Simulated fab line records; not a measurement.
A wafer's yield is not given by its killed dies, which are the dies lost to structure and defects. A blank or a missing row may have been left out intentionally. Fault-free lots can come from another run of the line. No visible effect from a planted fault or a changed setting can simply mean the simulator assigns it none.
Which of the tools did it? :: flow n5 finfet :: 10 lots with 30 wafers sampled at 2 steps, on a route of 1938 steps

WHAT THE GAUGES SHOWED, per wafer
N5_BEOL_M7_INSPECT_13: inspects for defects (brightfield). Usual: raw defect count at 413, with a standard deviation of 100.
lot: L405
measured: day 11 20:03
on: defect inspect-01
raw defect count: 257 249 265
flag: 

lot: L407
measured: day 12 10:43
on: defect inspect-01
raw defect count: 450 417 432
flag: 

lot: L410
measured: day 13 12:05
on: defect inspect-02
raw defect count: 339 430 347
flag: 

lot: L409
measured: day 13 16:17
on: defect inspect-02
raw defect count: 336 375 389
flag: 

lot: L417
measured: day 14 11:25
on: defect inspect-01
raw defect count: 276 406 273
flag: 

lot: L415
measured: day 14 21:14
on: defect inspect-01
raw defect count: 494 354 522
flag: 

lot: L419
measured: day 15 06:02
on: defect inspect-01
raw defect count: 489 441 506
flag: 

lot: L422
measured: day 15 12:40
on: defect inspect-01
raw defect count: 595 594 717
flag: 

lot: L427
measured: day 17 12:16
on: defect inspect-02
raw defect count: 718 446 448
flag: 

lot: L428
measured: day 17 12:38
on: defect inspect-01
raw defect count: 404 386 377
flag: 

WHICH TOOL RAN EACH LOT (tool, then ch and the chambers of the sampled wafers, then the start)
lot: L405
N5_BEOL_M7_ILD_DEP_00: pecvd-04 ch 0,1,2, day 11 18:05

lot: L407
N5_BEOL_M7_ILD_DEP_00: pecvd-03 ch 1,2, day 12 09:04

lot: L410
N5_BEOL_M7_ILD_DEP_00: pecvd-03 ch 0,1,2, day 13 08:57

lot: L409
N5_BEOL_M7_ILD_DEP_00: pecvd-03 ch 0,1,2, day 13 14:20

lot: L417
N5_BEOL_M7_ILD_DEP_00: pecvd-03 ch 0,2, day 14 07:55

lot: L415
N5_BEOL_M7_ILD_DEP_00: pecvd-03 ch 1,2, day 14 19:24

lot: L419
N5_BEOL_M7_ILD_DEP_00: pecvd-04 ch 0,1, day 15 03:08

lot: L422
N5_BEOL_M7_ILD_DEP_00: pecvd-01 ch 0,1,2, day 15 11:27

lot: L427
N5_BEOL_M7_ILD_DEP_00: pecvd-03 ch 0,2, day 17 09:43

lot: L428
N5_BEOL_M7_ILD_DEP_00: pecvd-04 ch 0,1, day 17 11:13
- N5_BEOL_M7_ILD_DEP_00: deposits SiCOH lowk from DEMS/porogen, target thk 179.75 nm, time 33.4 s.

WHAT THE TOOLS THEMSELVES READ (means of the sampled wafers that have a number; where no wafer has one, the mark that the record gives instead)
N5_BEOL_M7_ILD_DEP_00. Usual: chamber pressure Torr 5.000 Torr, standard deviation 0.0099; heater power w 329 W, standard deviation 36; showerhead plenum p Torr 5.733 Torr, standard deviation 0.016; showerhead vpp V 1390 V, standard deviation 48; throttle valve pct 13.9 %, standard deviation 0.93.
lot: L405
tool: pecvd-04
chamber pressure Torr (Torr): 5.002
heater power w (W): 319
showerhead plenum p Torr (Torr): 5.745
showerhead vpp V (V): 1369
throttle valve pct (%): 14.1
flag: 

lot: L407
tool: pecvd-03
chamber pressure Torr (Torr): 4.994
heater power w (W): 325
showerhead plenum p Torr (Torr): 5.737
showerhead vpp V (V): 1424
throttle valve pct (%): 14.0
flag: 

lot: L410
tool: pecvd-03
chamber pressure Torr (Torr): 5.002
heater power w (W): 314
showerhead plenum p Torr (Torr): 5.737
showerhead vpp V (V): 1402
throttle valve pct (%): 13.6
flag: 

lot: L409
tool: pecvd-03
chamber pressure Torr (Torr): 4.998
heater power w (W): 309
showerhead plenum p Torr (Torr): 5.730
showerhead vpp V (V): 1403
throttle valve pct (%): 13.6
flag: 

lot: L417
tool: pecvd-03
chamber pressure Torr (Torr): 4.999
heater power w (W): 358
showerhead plenum p Torr (Torr): 5.734
showerhead vpp V (V): 1409
throttle valve pct (%): 13.3
flag: 

lot: L415
tool: pecvd-03
chamber pressure Torr (Torr): 4.992
heater power w (W): 307
showerhead plenum p Torr (Torr): 5.731
showerhead vpp V (V): 1449
throttle valve pct (%): 13.2
flag: 

lot: L419
tool: pecvd-04
chamber pressure Torr (Torr): 5.008
heater power w (W): 320
showerhead plenum p Torr (Torr): 5.740
showerhead vpp V (V): 1363
throttle valve pct (%): 14.8
flag: 

lot: L422
tool: pecvd-01
chamber pressure Torr (Torr): 4.997
heater power w (W): 355
showerhead plenum p Torr (Torr): 5.727
showerhead vpp V (V): 1375
throttle valve pct (%): 14.0
flag: 

lot: L427
tool: pecvd-03
chamber pressure Torr (Torr): 4.995
heater power w (W): 368
showerhead plenum p Torr (Torr): 5.724
showerhead vpp V (V): 1451
throttle valve pct (%): 13.0
flag: 

lot: L428
tool: pecvd-04
chamber pressure Torr (Torr): 4.994
heater power w (W): 334
showerhead plenum p Torr (Torr): 5.751
showerhead vpp V (V): 1364
throttle valve pct (%): 14.8
flag: 

THE ANSWER, worked out from the rows above alone
Rule: a lot counts as off when the mean over its wafers that have a number is more than 3 standard deviations away from the usual mean. Also off: a lot with no number at a reading for which 4 or more lots have one. All remaining lots with rows at the step are treated as sound. After the gauges, taken in route order, come the tools' own readings; for these a lot's mean is taken, as printed above. At the first step where some lot is off, the reading lying furthest off is the one used; lots without a number count as furthest.
No lot is off on any of the readings shown, so nothing can be concluded from this.

WHAT HAD BEEN PUT IN BY THE SIMULATOR
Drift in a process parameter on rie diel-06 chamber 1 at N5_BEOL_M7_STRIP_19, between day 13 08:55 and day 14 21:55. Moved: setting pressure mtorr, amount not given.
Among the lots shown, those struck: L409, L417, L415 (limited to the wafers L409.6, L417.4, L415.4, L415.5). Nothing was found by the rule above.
